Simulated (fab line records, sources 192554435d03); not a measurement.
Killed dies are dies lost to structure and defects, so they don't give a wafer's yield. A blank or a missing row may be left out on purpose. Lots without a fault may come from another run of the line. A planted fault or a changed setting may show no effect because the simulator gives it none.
A struck lot beside a sound one | flow n5_finfet | 10 steps out of a route of 1938
Sound: wafers L191.1, L191.4, L191.5. Struck: wafers L185.1, L185.2, L185.6. The cause comes at the end.
At each step with rows: each side's tool, then ch and its chambers, then its first start. Under that, the readings that differ: sound wafers | struck wafers | difference of the means | sigmas: that difference in standard deviations of wafers without a fault.
alike: readings whose means differ by less than 2 such deviations, and words and numbers that are the same on both sides. not compared: withheld readings, readings that some wafer has no value for, bounds like >300 that may hide the same value, and numbers for which the record gives no deviation and whose values overlap.
The two part at a step that has a row with sigmas, a row that says differs or no value, or rows on one side only. Numbers that don't overlap but have no deviation are shown without sigmas and don't part them. A reading that every wafer of one side lacks parts them only if that side has two wafers or more.

N5_START_INSPECT_01: inspects for defects (unpatterned scan).
  sound on defect_inspect-02, day 7 00:02; struck on defect_inspect-01, day 5 12:02
  alike: raw_defect_count
then, 2 steps without rows for these wafers: N5_ZERO_LAYER_PRECLEAN_00 (cleans in SPM, time 600 s); N5_ZERO_LAYER_SRD_01 (time 30 s, dry time 30 s).
N5_ZERO_LAYER_PECVD_02: deposits SiO2 from SiH4/N2O, target thk 10 nm, time 6 s.
  sound on pecvd-02 ch 0,1, day 7 00:17; struck on pecvd-03 ch 0,2, day 5 12:17
  alike: heater_power_w, showerhead_plenum_p_Torr
  not compared: since_wet_clean_h
then, 4 steps without rows for these wafers: N5_ZERO_LAYER_HMDS_04 (time 60 s); N5_ZERO_LAYER_COAT_05 (resist thk 1000 nm); N5_ZERO_LAYER_EBR_07; N5_ZERO_LAYER_SOFTBAKE_06 (time 90 s).
N5_ZERO_LAYER_EXPOSE_08: exposes mask ZERO, defocus 0 nm, target cd 2000 nm.
  sound on krf_scanner-01 ch 0, day 7 00:28; struck on krf_scanner-02, day 5 12:35
  no value came back on the struck wafers for exposure_dose_mJ_cm2, focus_offset_nm (nm); on the sound wafers exposure_dose_mJ_cm2 reads 16.214 16.212 16.227
  alike: mask
then, 1 step without rows for these wafers: N5_ZERO_LAYER_PEB_09.

WHERE THEY PART
Only at N5_ZERO_LAYER_EXPOSE_08, within this record.

WHY: what the simulator had put in
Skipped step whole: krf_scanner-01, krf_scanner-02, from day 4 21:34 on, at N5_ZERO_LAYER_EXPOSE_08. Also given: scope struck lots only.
